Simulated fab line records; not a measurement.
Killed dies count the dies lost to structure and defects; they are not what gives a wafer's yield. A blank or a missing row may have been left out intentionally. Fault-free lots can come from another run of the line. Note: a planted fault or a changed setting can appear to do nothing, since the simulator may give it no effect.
fab line records / flow nandHarc
[record] lots = 5 wafers = 15 lastDay = 34
route steps=1302 shown P_GATE@155 END@1302
lots with no fault: from the same line, run without faults
startH: the number of hours between the record's first day and the start of the first shown wafer of the lot / waitH: hours from the lot's prior step to this one / " unchanged from the row above / L1.1+2: a single row standing in for several wafers / - no value, or no start was given / * or withheld: withheld / < > ~ a bound
route shown NAME@n: names a module that has steps shown in the file, with the first one's number in the route / usual: mean/standard deviation taken from wafers without a fault / same: alike in all rows / chamber/n: place in a boat / sites: the reading at each site / _std_site: how widely they spread, as a standard deviation / _edge_site: outer sites' mean less inner sites' / radiusMm: for every site, how far away it sits from the centre of the wafer / mask NAME#n: copy n / behind: the most recent tool/chamber to have shaped the wafer / hold: cause of the lot's hold/its duration in hours/its outcome / device: whichever transistor did not switch (one of n, p or np) / end of line: the same wafers' tests at the end of the route / a step given without rows: its recipe and nothing more / killed: not the wafer's yield, but the dies lost to structure and defects at the first sort / map: the dies of a wafer, with x for killed, . for not killed, _ for no die there
set.NAME: the setting that was run; set.NAME@STEP: the one run at that earlier step / model.NAME: the simulator's own value behind a step, which no gauge read
certain route steps with their lots: each step a table, each wafer a row
services: a tool's chamber out of use, with start hour (startH, from the record's first day; less than 0 if before it), hours out, and reason
[[steps]]
[step NHARC_P_GATE_ALD_36]
[recipe] targetThkA = 200 pulseTimeS = 60 aldCycles = 223 tempC = 400 material = SiNx
[usual] heaterPowerW = 841/93 precursorPulseHeightRel = 1.000/0.019
lot.wafer=L594.2 tool=aldSin-02 chamber=0 startH=153.93 waitH=- heaterPowerW=824 precursorPulseHeightRel=0.984
lot.wafer=L594.5 tool=aldSin-02 chamber=2 startH=156.07 waitH=- heaterPowerW=953 precursorPulseHeightRel=1.022
lot.wafer=L594.6 tool=aldSin-02 chamber=3 startH=157.14 waitH=- heaterPowerW=618 precursorPulseHeightRel=0.994
lot.wafer=L597.3 tool=aldSin-02 chamber=1 startH=180.45 waitH=- heaterPowerW=905 precursorPulseHeightRel=0.991
lot.wafer=L597.2 tool=aldSin-02 chamber=0 startH=183.61 waitH=- heaterPowerW=815 precursorPulseHeightRel=1.016
lot.wafer=L597.5 tool=aldSin-02 chamber=2 startH=185.71 waitH=- heaterPowerW=961 precursorPulseHeightRel=1.027
lot.wafer=L605.3 tool=aldSin-01 chamber=2 startH=261.06 waitH=- heaterPowerW=869 precursorPulseHeightRel=0.999
lot.wafer=L605.4 tool=aldSin-01 chamber=3 startH=262.12 waitH=- heaterPowerW=933 precursorPulseHeightRel=0.974
lot.wafer=L605.1 tool=aldSin-01 chamber=1 startH=264.25 waitH=- heaterPowerW=935 precursorPulseHeightRel=1.021
lot.wafer=L606.1 tool=aldSin-03 chamber=1 startH=275.93 waitH=- heaterPowerW=773 precursorPulseHeightRel=1.023
lot.wafer=L606.4 tool=aldSin-03 chamber=2 startH=276.99 waitH=- heaterPowerW=895 precursorPulseHeightRel=1.005
lot.wafer=L606.6 tool=aldSin-03 chamber=1 startH=280.18 waitH=- heaterPowerW=769 precursorPulseHeightRel=0.992
lot.wafer=L612.3 tool=aldSin-03 chamber=1 startH=331.21 waitH=- heaterPowerW=748 precursorPulseHeightRel=0.987
lot.wafer=L612.2 tool=aldSin-03 chamber=2 startH=332.61 waitH=- heaterPowerW=895 precursorPulseHeightRel=0.989
lot.wafer=L612.6 tool=aldSin-03 chamber=3 startH=334.02 waitH=- heaterPowerW=807 precursorPulseHeightRel=0.992
[step NHARC_P_GATE_ETCHBACK_37]
[recipe] targetDepthA = 345 timeS = 17.2 chf3FlowSccm = 50 o2FlowSccm = 10 arFlowSccm = 200 rfW = 500 biasW = 200 chemistry = CHF3/O2
[usual] drypumpMotorCurrentA = 5.6/0.59 oesProductAu = 0.941/0.029 rfVppV = 370.5/1.6 showerheadPlenumPTorr = 2.40/0.07 throttleValvePct = 20.571/0.0093
lot.wafer=L594.2 tool=rieDiel-10 chamber=3 startH=- waitH=- drypumpMotorCurrentA=5.2 oesProductAu=0.928 rfHoursCounterH=5.8 rfVppV=370.9 showerheadPlenumPTorr=2.44 throttleValvePct=20.577
lot.wafer=L594.5 tool=rieDiel-10 chamber=3 startH=- waitH=- drypumpMotorCurrentA=5.2 oesProductAu=0.930 rfHoursCounterH=- rfVppV=370.9 showerheadPlenumPTorr=2.44 throttleValvePct=20.566
lot.wafer=L594.6 tool=rieDiel-10 chamber=1 startH=- waitH=- drypumpMotorCurrentA=4.9 oesProductAu=0.904 rfHoursCounterH=- rfVppV=369.3 showerheadPlenumPTorr=2.38 throttleValvePct=20.567
lot.wafer=L597.2 tool=rieDiel-09 chamber=1 startH=- waitH=- drypumpMotorCurrentA=4.7 oesProductAu=0.949 rfHoursCounterH=0.6 rfVppV=372.3 showerheadPlenumPTorr=2.45 throttleValvePct=20.563
lot.wafer=L597.3 tool=rieDiel-09 chamber=2 startH=- waitH=- drypumpMotorCurrentA=5.4 oesProductAu=0.939 rfHoursCounterH=0.5 rfVppV=368.8 showerheadPlenumPTorr=2.31 throttleValvePct=20.569
lot.wafer=L597.5 tool=rieDiel-09 chamber=1 startH=- waitH=- drypumpMotorCurrentA=4.7 oesProductAu=0.951 rfHoursCounterH=- rfVppV=372.2 showerheadPlenumPTorr=2.45 throttleValvePct=20.567
lot.wafer=L605.1 tool=rieDiel-09 chamber=2 startH=- waitH=- drypumpMotorCurrentA=5.4 oesProductAu=0.941 rfHoursCounterH=5.1 rfVppV=368.2 showerheadPlenumPTorr=2.31 throttleValvePct=20.585
lot.wafer=L605.4 tool=rieDiel-09 chamber=3 startH=- waitH=- drypumpMotorCurrentA=5.5 oesProductAu=0.974 rfHoursCounterH=5.1 rfVppV=369.8 showerheadPlenumPTorr=2.35 throttleValvePct=20.581
lot.wafer=L605.3 tool=rieDiel-09 chamber=0 startH=- waitH=- drypumpMotorCurrentA=6.0 oesProductAu=0.953 rfHoursCounterH=5.2 rfVppV=371.7 showerheadPlenumPTorr=2.40 throttleValvePct=20.584
lot.wafer=L606.4 tool=rieDiel-05 chamber=2 startH=- waitH=- drypumpMotorCurrentA=6.0 oesProductAu=0.939 rfHoursCounterH=2.5 rfVppV=372.5 showerheadPlenumPTorr=2.50 throttleValvePct=20.576
lot.wafer=L606.1 tool=rieDiel-05 chamber=3 startH=- waitH=- drypumpMotorCurrentA=6.6 oesProductAu=0.911 rfHoursCounterH=4.6 rfVppV=369.1 showerheadPlenumPTorr=2.32 throttleValvePct=20.579
lot.wafer=L606.6 tool=rieDiel-05 chamber=1 startH=- waitH=- drypumpMotorCurrentA=5.7 oesProductAu=0.927 rfHoursCounterH=- rfVppV=371.6 showerheadPlenumPTorr=2.44 throttleValvePct=20.585
lot.wafer=L612.3 tool=rieDiel-09 chamber=3 startH=- waitH=- drypumpMotorCurrentA=5.5 oesProductAu=1.009 rfHoursCounterH=0.1 rfVppV=369.7 showerheadPlenumPTorr=2.35 throttleValvePct=20.562
lot.wafer=L612.2 tool=rieDiel-09 chamber=0 startH=- waitH=- drypumpMotorCurrentA=6.0 oesProductAu=1.006 rfHoursCounterH=0.1 rfVppV=370.5 showerheadPlenumPTorr=2.40 throttleValvePct=20.563
lot.wafer=L612.6 tool=rieDiel-09 chamber=2 startH=- waitH=- drypumpMotorCurrentA=5.4 oesProductAu=1.003 rfHoursCounterH=- rfVppV=368.1 showerheadPlenumPTorr=2.31 throttleValvePct=20.583
[step NHARC_P_GATE_STRIP_101]
[recipe] timeS = 20 o2FlowSccm = 500 arFlowSccm = 0 biasW = 0 chemistry = O2
[usual] drypumpMotorCurrentA = 5.6/0.58 oesProductAu = 1.000/0.014 rfVppV = 57.7/0.91 showerheadPlenumPTorr = 3.52/0.1 throttleValvePct = 17.037/0.0085
lot.wafer=L594.2 tool=rieDiel-10 chamber=1 startH=161.50 waitH=0.1 drypumpMotorCurrentA=4.9 oesProductAu=0.969 rfHoursCounterH=7.9 rfVppV=58.1 showerheadPlenumPTorr=3.50 throttleValvePct=17.039
lot.wafer=L594.6 tool=rieDiel-10 chamber=1 startH=161.50 waitH=0.1 drypumpMotorCurrentA=4.9 oesProductAu=0.976 rfHoursCounterH=- rfVppV=57.0 showerheadPlenumPTorr=3.50 throttleValvePct=17.036
lot.wafer=L594.5 tool=rieDiel-10 chamber=2 startH=161.50 waitH=0.1 drypumpMotorCurrentA=5.1 oesProductAu=0.997 rfHoursCounterH=- rfVppV=60.2 showerheadPlenumPTorr=3.65 throttleValvePct=17.041
lot.wafer=L597.3 tool=rieDiel-09 chamber=2 startH=190.04 waitH=0.1 drypumpMotorCurrentA=5.4 oesProductAu=1.010 rfHoursCounterH=0.5 rfVppV=58.3 showerheadPlenumPTorr=3.40 throttleValvePct=17.023
lot.wafer=L597.2 tool=rieDiel-09 chamber=3 startH=190.04 waitH=0.1 drypumpMotorCurrentA=5.5 oesProductAu=1.030 rfHoursCounterH=0.5 rfVppV=58.0 showerheadPlenumPTorr=3.46 throttleValvePct=17.040
lot.wafer=L597.5 tool=rieDiel-09 chamber=1 startH=190.04 waitH=0.1 drypumpMotorCurrentA=4.7 oesProductAu=1.006 rfHoursCounterH=- rfVppV=57.3 showerheadPlenumPTorr=3.60 throttleValvePct=17.035
lot.wafer=L605.3 tool=rieDiel-09 chamber=1 startH=270.71 waitH=0.1 drypumpMotorCurrentA=4.7 oesProductAu=0.999 rfHoursCounterH=4.3 rfVppV=57.8 showerheadPlenumPTorr=3.60 throttleValvePct=17.032
lot.wafer=L605.1 tool=rieDiel-09 chamber=2 startH=270.71 waitH=0.1 drypumpMotorCurrentA=5.4 oesProductAu=1.003 rfHoursCounterH=5.1 rfVppV=56.4 showerheadPlenumPTorr=3.40 throttleValvePct=17.036
lot.wafer=L605.4 tool=rieDiel-09 chamber=3 startH=270.71 waitH=0.1 drypumpMotorCurrentA=5.5 oesProductAu=1.027 rfHoursCounterH=5.1 rfVppV=56.6 showerheadPlenumPTorr=3.46 throttleValvePct=17.024
lot.wafer=L606.1 tool=rieDiel-05 chamber=0 startH=284.51 waitH=0.1 drypumpMotorCurrentA=6.3 oesProductAu=0.989 rfHoursCounterH=4.3 rfVppV=59.1 showerheadPlenumPTorr=3.46 throttleValvePct=17.028
lot.wafer=L606.4 tool=rieDiel-05 chamber=1 startH=284.51 waitH=0.1 drypumpMotorCurrentA=5.7 oesProductAu=0.978 rfHoursCounterH=2.2 rfVppV=57.9 showerheadPlenumPTorr=3.58 throttleValvePct=17.018
lot.wafer=L606.6 tool=rieDiel-05 chamber=3 startH=284.51 waitH=0.1 drypumpMotorCurrentA=6.6 oesProductAu=0.970 rfHoursCounterH=- rfVppV=56.5 showerheadPlenumPTorr=3.41 throttleValvePct=17.024
lot.wafer=L612.2 tool=rieDiel-09 chamber=3 startH=341.53 waitH=0.1 drypumpMotorCurrentA=5.5 oesProductAu=1.004 rfHoursCounterH=0.1 rfVppV=58.0 showerheadPlenumPTorr=3.45 throttleValvePct=17.029
lot.wafer=L612.3 tool=rieDiel-09 chamber=1 startH=341.53 waitH=0.1 drypumpMotorCurrentA=4.7 oesProductAu=0.981 rfHoursCounterH=0.1 rfVppV=58.7 showerheadPlenumPTorr=3.59 throttleValvePct=17.026
lot.wafer=L612.6 tool=rieDiel-09 chamber=3 startH=341.53 waitH=0.1 drypumpMotorCurrentA=5.5 oesProductAu=1.011 rfHoursCounterH=- rfVppV=59.5 showerheadPlenumPTorr=3.45 throttleValvePct=17.025
[step NHARC_P_GATE_PRECLEAN_97]
[recipe] timeS = 600 tempC = 120 chemistry = SPM
[step NHARC_P_GATE_SRD_98]
[step NHARC_P_GATE_PRECLEAN_99]
[recipe] timeS = * tempC = 50 bathAgeMin = 0 chemistry = SC1
[step NHARC_P_GATE_SRD_100]
[step NHARC_P_GATE_DEHYDRATE_38]
[recipe] tempC = 150 timeS = 120
[step NHARC_P_GATE_HMDS_39]
[recipe] timeS = 30
[step NHARC_P_GATE_COAT_40]
[recipe] spinRpm = 3000
[step NHARC_P_GATE_SOFTBAKE_41]
[recipe] tempC = 122 timeS = 95
[step NHARC_P_GATE_EBR_42]
[step NHARC_P_GATE_EXPOSE_43]
[recipe] na = 0.6 targetCdNm = 720 doseMj = 14.81 maskId = P_NSD
lot.wafer=L594.2+5+6 tool=krfScanner-04 chamber=0 startH=162.27 waitH=- mask=P_PSD#0
lot.wafer=L597.2+3+5 tool=krfScanner-03 chamber=0 startH=190.68 waitH=- mask=P_NSD#0
lot.wafer=L605.1+3+4 tool=krfScanner-04 chamber=0 startH=271.47 waitH=- mask=P_NSD#0
lot.wafer=L606.1+4+6 tool=krfScanner-02 chamber=0 startH=285.35 waitH=- mask=P_NSD#0
lot.wafer=L612.2+3+6 tool=krfScanner-03 chamber=0 startH=342.29 waitH=- mask=P_NSD#0
[step NHARC_P_GATE_PEB_44]
[recipe] pebTempC = 118 pebTimeS = 85
[step NHARC_P_GATE_DEVELOP_45]
[recipe] timeS = 70
[step NHARC_P_GATE_CD_MEAS_46]
[recipe] targetCdNm = 720 landingEnergyEv = 500
[usual] cdNm = 720.0/2.2
lot.wafer=L594.2 tool=cdSem-01 chamber=0 startH=162.42 waitH=- cdNm=-
lot.wafer=L594.5 tool=cdSem-01 chamber=0 startH=162.42 waitH=- cdNm=-
lot.wafer=L594.6 tool=cdSem-01 chamber=0 startH=162.42 waitH=- cdNm=-
lot.wafer=L597.2 tool=cdSem-02 chamber=0 startH=190.83 waitH=- cdNm=721.4
lot.wafer=L597.3 tool=cdSem-02 chamber=0 startH=190.83 waitH=- cdNm=722.3
lot.wafer=L597.5 tool=cdSem-02 chamber=0 startH=190.83 waitH=- cdNm=718.3
lot.wafer=L605.1 tool=cdSem-01 chamber=0 startH=271.63 waitH=- cdNm=723.0
lot.wafer=L605.3 tool=cdSem-01 chamber=0 startH=271.63 waitH=- cdNm=723.8
lot.wafer=L605.4 tool=cdSem-01 chamber=0 startH=271.63 waitH=- cdNm=719.7
lot.wafer=L606.1 tool=cdSem-03 chamber=0 startH=285.51 waitH=- cdNm=719.4
lot.wafer=L606.4 tool=cdSem-03 chamber=0 startH=285.51 waitH=- cdNm=724.9
lot.wafer=L606.6 tool=cdSem-03 chamber=0 startH=285.51 waitH=- cdNm=722.1
lot.wafer=L612.2 tool=cdSem-01 chamber=0 startH=342.45 waitH=- cdNm=722.2
lot.wafer=L612.3 tool=cdSem-01 chamber=0 startH=342.45 waitH=- cdNm=721.7
lot.wafer=L612.6 tool=cdSem-01 chamber=0 startH=342.45 waitH=- cdNm=723.1
[step NHARC_P_GATE_HARDBAKE_47]
[recipe] tempC = 125 timeS = 80
[step NHARC_END_SORT_01]
[recipe] tempC = 25
[usual] killedAtArray = 56/17 killedAtOther = 1.2/1.4 killedAtPeriphery = 4/3.2 killedDies = 61/16 killedOpen = 3.6/2.1 killedShort = 2.7/1.8
[same] grossDies = 677
lot.wafer=L594.2 tool=prober-02 chamber=0 startH=610.22 waitH=2.8 killedAtArray=26 killedAtOther=1 killedAtPeriphery=650 killedDies=677 killedOpen=6 killedShort=4
lot.wafer=L594.5 tool=prober-02 chamber=0 startH=612.62 waitH=3.7 killedAtArray=26 killedAtOther=1 killedAtPeriphery=650 killedDies=677 killedOpen=6 killedShort=3
lot.wafer=L594.6 tool=prober-02 chamber=0 startH=613.42 waitH=4.0 killedAtArray=27 killedAtOther=2 killedAtPeriphery=648 killedDies=677 killedOpen=6 killedShort=4
lot.wafer=L597.2 tool=prober-02 chamber=0 startH=641.85 waitH=2.8 killedAtArray=84 killedAtOther=1 killedAtPeriphery=5 killedDies=90 killedOpen=0 killedShort=1
lot.wafer=L597.3 tool=prober-02 chamber=0 startH=642.65 waitH=3.1 killedAtArray=93 killedAtOther=1 killedAtPeriphery=3 killedDies=97 killedOpen=4 killedShort=1
lot.wafer=L597.5 tool=prober-02 chamber=0 startH=644.25 waitH=3.7 killedAtArray=84 killedAtOther=0 killedAtPeriphery=5 killedDies=89 killedOpen=3 killedShort=1
lot.wafer=L612.2 tool=prober-02 chamber=0 startH=822.66 waitH=2.8 killedAtArray=53 killedAtOther=1 killedAtPeriphery=4 killedDies=58 killedOpen=6 killedShort=3
lot.wafer=L612.3 tool=prober-02 chamber=0 startH=823.46 waitH=3.1 killedAtArray=50 killedAtOther=0 killedAtPeriphery=8 killedDies=58 killedOpen=6 killedShort=1
lot.wafer=L612.6 tool=prober-02 chamber=0 startH=825.86 waitH=4.0 killedAtArray=51 killedAtOther=1 killedAtPeriphery=9 killedDies=61 killedOpen=4 killedShort=4
// killed by level:class
L594.2 P_GATE:areaExpose=642 A_CHANNEL_HOLE_D2:chamberFilmFlake=8 P_BONDPAD:chamberFilmFlake=5 A_STAIRCASE:chamberFilmFlake=4 A_WL_FILL:geometricParticle:short=2 A_CHANNEL_HOLE_D1:chamberFilmFlake=2 A_DECK1_JOINT:chamberFilmFlake=2 P_GATE:geometricParticle:open=1
L594.5 P_GATE:areaExpose=643 A_CHANNEL_HOLE_D2:chamberFilmFlake=12 P_STI:chamberFilmFlake=3 A_CHANNEL_HOLE_D1:chamberFilmFlake=3 P_M0:geometricParticle:open=2 A_ONON_D2:geometricParticle:open=2 P_BONDPAD:chamberFilmFlake=2 A_ONON_D1:geometricParticle:short=1
L594.6 P_GATE:areaExpose=632 A_CHANNEL_HOLE_D2:chamberFilmFlake=10 P_STI:chamberFilmFlake=4 P_BONDPAD:chamberFilmFlake=3 P_ZERO_WELL:chamberFilmFlake=3 P_GATE:chamberFilmFlake=3 A_CHANNEL_HOLE_D1:chamberFilmFlake=3 P_GATE:geometricParticle:open=2
L597.2 A_SLIT:chamberFilmFlake=34 A_CHANNEL_HOLE_D1:chamberFilmFlake=30 A_CHANNEL_HOLE_D2:chamberFilmFlake=11 A_STAIRCASE:chamberFilmFlake=2 P_ZERO_WELL:chamberFilmFlake=2 P_BONDPAD:chamberFilmFlake=2 A_WL_FILL:chamberFilmFlake=2 A_CHANNEL_HOLE_D1:geometricParticle:short=1
L597.3 A_CHANNEL_HOLE_D1:chamberFilmFlake=38 A_SLIT:chamberFilmFlake=34 A_CHANNEL_HOLE_D2:chamberFilmFlake=11 A_WL_FILL:chamberFilmFlake=4 P_M0:chamberFilmFlake=2 A_CONTACT:chamberFilmFlake=2 P_M2:geometricParticle:open=1 A_DECK1_JOINT:geometricParticle:short=1
L597.5 A_SLIT:chamberFilmFlake=31 A_CHANNEL_HOLE_D1:chamberFilmFlake=26 A_CHANNEL_HOLE_D2:chamberFilmFlake=12 A_WL_FILL:chamberFilmFlake=3 A_CONTACT:chamberFilmFlake=3 P_ZERO_WELL:chamberFilmFlake=2 A_CHANNEL_FILL_D1:chamberFilmFlake=2 A_STAIRCASE:chamberFilmFlake=2
L612.2 A_SLIT:chamberFilmFlake=33 A_CONTACT:chamberFilmFlake=6 A_STAIRCASE:chamberFilmFlake=4 A_M0:geometricParticle:open=3 A_CHANNEL_FILL_D2:geometricParticle:open=2 P_M0:geometricParticle:open=1 A_CHANNEL_FILL_D1:geometricParticle:short=1 A_DECK1_JOINT:geometricParticle:short=1
L612.3 A_SLIT:chamberFilmFlake=36 P_CONTACT:chamberFilmFlake=3 A_WL_FILL:geometricParticle:open=2 P_GATE:chamberFilmFlake=2 A_STAIRCASE:chamberFilmFlake=2 A_WL_FILL:chamberFilmFlake=2 A_CONTACT:chamberFilmFlake=2 P_CONTACT:geometricParticle:open=1
L612.6 A_SLIT:chamberFilmFlake=31 P_CONTACT:chamberFilmFlake=4 A_STAIRCASE:chamberFilmFlake=3 A_WL_FILL:chamberFilmFlake=3 A_M0:chamberFilmFlake=3 P_GATE:chamberFilmFlake=2 A_CONTACT:chamberFilmFlake=2 P_M2:geometricParticle:short=1
// map L594.2 (x killed, . not)
____________x____________
_________xxxxxxx_________
_______xxxxxxxxxxx_______
______xxxxxxxxxxxxx______
_____xxxxxxxxxxxxxxx_____
____xxxxxxxxxxxxxxxxx____
____xxxxxxxxxxxxxxxxx____
___xxxxxxxxxxxxxxxxxxx___
___xxxxxxxxxxxxxxxxxxx___
__xxxxxxxxxxxxxxxxxxxxx__
__xxxxxxxxxxxxxxxxxxxxx__
_xxxxxxxxxxxxxxxxxxxxxxx_
_xxxxxxxxxxxxxxxxxxxxxxx_
_xxxxxxxxxxxxxxxxxxxxxxx_
_xxxxxxxxxxxxxxxxxxxxxxx_
_xxxxxxxxxxxxxxxxxxxxxxx_
xxxxxxxxxxxxxxxxxxxxxxxxx
xxxxxxxxxxxxxxxxxxxxxxxxx
xxxxxxxxxxxxxxxxxxxxxxxxx
xxxxxxxxxxxxxxxxxxxxxxxxx
xxxxxxxxxxxxxxxxxxxxxxxxx
_xxxxxxxxxxxxxxxxxxxxxxx_
_xxxxxxxxxxxxxxxxxxxxxxx_
_xxxxxxxxxxxxxxxxxxxxxxx_
_xxxxxxxxxxxxxxxxxxxxxxx_
_xxxxxxxxxxxxxxxxxxxxxxx_
__xxxxxxxxxxxxxxxxxxxxx__
__xxxxxxxxxxxxxxxxxxxxx__
___xxxxxxxxxxxxxxxxxxx___
___xxxxxxxxxxxxxxxxxxx___
____xxxxxxxxxxxxxxxxx____
____xxxxxxxxxxxxxxxxx____
_____xxxxxxxxxxxxxxx_____
______xxxxxxxxxxxxx______
_______xxxxxxxxxxx_______
_________xxxxxxx_________
____________x____________
// map L605.4 (x killed, . not)
____________.____________
_________......._________
_______..........._______
______.............______
_____..............._____
____.................____
____.................____
___...................___
___...................___
__.....................__
__.....................__
_......................._
_........x.xx..........._
_..........xx..........._
_...........xx.x........_
_..........xxxx........._
...........xxxx.x........
.........xxxxxx..........
..........xxx.xx.........
..........x.x.x......x...
...................x.....
_......................._
_......................._
_..x...........x......x._
_.......x..........x...._
_..x..x......x..x.x....._
__............x.x.x....__
__....x........xx......__
___............xxxxxx.___
___x..........x.xxxx..___
____...........x.xxxx____
____...........x.x.x.____
_____.........xx.x.._____
______......x....xx______
_______..........._______
_________......._________
____________.____________
[[services]]
tool=aldSin-02 chamber=3 startH=135.54 hours=7.0 kind=repair
tool=krfScanner-04 chamber=- startH=141.42 hours=0.7 kind=repair
tool=rieDiel-09 chamber=- startH=143.10 hours=9.0 kind=pm
tool=krfScanner-03 chamber=- startH=156.21 hours=1.4 kind=repair
tool=aldSin-03 chamber=3 startH=157.61 hours=1.3 kind=repair
tool=rieDiel-10 chamber=0 startH=158.95 hours=5.5 kind=repair
tool=rieDiel-09 chamber=2 startH=166.78 hours=6.6 kind=repair
tool=aldSin-03 chamber=- startH=172.39 hours=10.0 kind=pm
tool=krfScanner-04 chamber=- startH=182.00 hours=4.0 kind=pm
tool=rieDiel-09 chamber=1 startH=200.94 hours=6.2 kind=repair
tool=aldSin-02 chamber=3 startH=216.41 hours=3.1 kind=repair
tool=krfScanner-03 chamber=- startH=224.02 hours=4.0 kind=pm
tool=rieDiel-05 chamber=- startH=229.90 hours=9.0 kind=pm
tool=aldSin-02 chamber=2 startH=241.77 hours=5.9 kind=repair
tool=rieDiel-10 chamber=- startH=242.50 hours=9.0 kind=pm
tool=rieDiel-05 chamber=2 startH=246.03 hours=12.0 kind=repair
tool=rieDiel-05 chamber=1 startH=247.73 hours=4.1 kind=repair
tool=aldSin-02 chamber=2 startH=267.86 hours=2.0 kind=repair
tool=rieDiel-10 chamber=0 startH=273.24 hours=3.8 kind=repair
tool=rieDiel-05 chamber=0 startH=290.30 hours=9.2 kind=repair
tool=aldSin-02 chamber=- startH=299.45 hours=10.0 kind=pm
tool=krfScanner-03 chamber=- startH=315.14 hours=1.3 kind=repair
tool=aldSin-03 chamber=0 startH=317.80 hours=23.3 kind=repair
tool=rieDiel-09 chamber=- startH=320.11 hours=9.0 kind=pm
[[key]]
[firstSign] step = NHARC_P_GATE_EXPOSE_43 reading = mask direction = changed
[effect] step = NHARC_P_GATE_CD_MEAS_46 reading = cdNm direction = missing
[effect] step = NHARC_END_SORT_01 reading = killedAtPeriphery direction = up sigmas = 99+ usual = 4 struck = 649
[moreKillsBornAt] NHARC_P_GATE_EXPOSE_43@krfScanner-04 = 1917
metAt NHARC_P_GATE_EXPOSE_43
struckWafers L594.2,L594.5,L594.6
laterRowsLeftOut L594.2,L594.5,L594.6
testerLeftOut L594
[fault] kind = wrongMask tool = any chamber = - onsetH = 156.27 steps = NHARC_P_GATE_EXPOSE_43 auxCopy = P_PSD#0 scope = struckLotsOnly
// testerLeftOut: of these lots the tester's yield and bins aren't shown, on N5 and GAA mostly nor the transistor test; their killed dies are dies lost to structure and defects alone, not to doping, threshold or leakage, so they don't give the yield
// laterRowsLeftOut: the simulator's readings of these wafers behind a module that went badly wrong aren't trusted and aren't shown, but for the sort
